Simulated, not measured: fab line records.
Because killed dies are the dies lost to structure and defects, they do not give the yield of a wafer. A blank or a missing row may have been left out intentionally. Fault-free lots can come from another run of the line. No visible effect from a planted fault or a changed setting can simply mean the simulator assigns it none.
Code-filled problem report in 8D (eight disciplines) form || flow nand-harc || the parts of the form that need people (team, actions taken, sign-off) are left out

## 1. PROBLEM STATEMENT
Wafers without a fault read 25, standard deviation 9.2; killed-at-array at NHARC_END_SORT_01 reads a mean of 76 on 2 wafers belonging to 2 lots. Measured from the usual mean, that is +5.5 standard deviations.
Seen first at day 23 14:02 on prober-02, wafer L667.1. Wafers with a number at this step in the record: 6, from 2 lots. Rule for "out" (also "out of limits"): further than 4 standard deviations from the usual mean. Any other wafer with a number is counted as sound.

## 2. WHAT IT IS, AND WHAT IT ISN'T
{"question": "which readings at this step", "is": "killed-at-array, killed-dies", "is not": "killed-at-other, killed-at-periphery, killed-open"}
{"question": "which lots", "is": "L667, L669", "is not": "-"}
{"question": "which wafers of those lots", "is": "L667.1, L669.6", "is not": "L667.2, L667.4, L669.2, L669.5"}
{"question": "read on which gauges", "is": "prober-01, prober-02", "is not": "-"}
{"question": "when", "is": "from day 23 14:02", "is not": "up to then (0 sound wafers); but 4 sound wafers of L667, L669 came after"}

## 3. SUSPECTS, AND WHAT RULES EACH OUT
Counting: if a tool at a process step up to the reading ran every lot that is out, it stays a suspect. Sound lots after the first of them don't rule it out here, since some wafers of a struck lot are sound.
- the gauge at NHARC_END_SORT_01 is ruled out. The wafers that are out were read on 2 gauges (prober-01, prober-02).
- har-cap-etch-02 at NHARC_A_CONTACT_ETCH_114 (etches the open film in C4F8/O2/Ar, time 94 s, target depth 922 nm): kept. It ran every lot that is out, first L667 (day 20 03:00).
- The sound lot-mates ran in chamber 1 of har-cap-etch-02 at NHARC_A_CONTACT_ETCH_114, but the wafers that are out ran in chamber 0.
The count leaves har-cap-etch-02 at NHARC_A_CONTACT_ETCH_114.

## 4. THE CAUSE (what the simulator had put in)
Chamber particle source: har-cap-etch-02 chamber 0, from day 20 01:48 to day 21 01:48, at NHARC_A_CONTACT_ETCH_114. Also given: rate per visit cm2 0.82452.
This tool alone remained once counting was done.

## 5. THE EFFECT CHAIN, in route order
One row per reading whose mean, taken over the struck wafers that have a number, lies over 3 standard deviations from the usual. Scope: only readings with a usual standard deviation given in the record; hours: median across lots of the time from each lot's start at the first step in this table that gives one to its start at this step; sigmas: change in usual standard deviations.
{"hours": 0, "step": "NHARC_END_SORT_01", "reading": "killed-at-array", "usual": 25, "on struck wafers": 76, "change": "+50", "sigmas": "+5.5"}
{"hours": 0, "step": "NHARC_END_SORT_01", "reading": "killed-dies", "usual": 29, "on struck wafers": 78, "change": "+49", "sigmas": "+5.1"}

## 6. WHAT WOULD HAVE CAUGHT IT SOONER
Counted from the fault's start at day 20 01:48, it took 84 hours until the first out-of-limits reading at a measuring or inspecting step in this record, taken at day 23 14:02.
Each of the lots that are out, 2 in all, had begun NHARC_A_CONTACT_ETCH_114 on har-cap-etch-02 no later than day 23 14:02. None of them would have been spared by holding the tool at that moment.
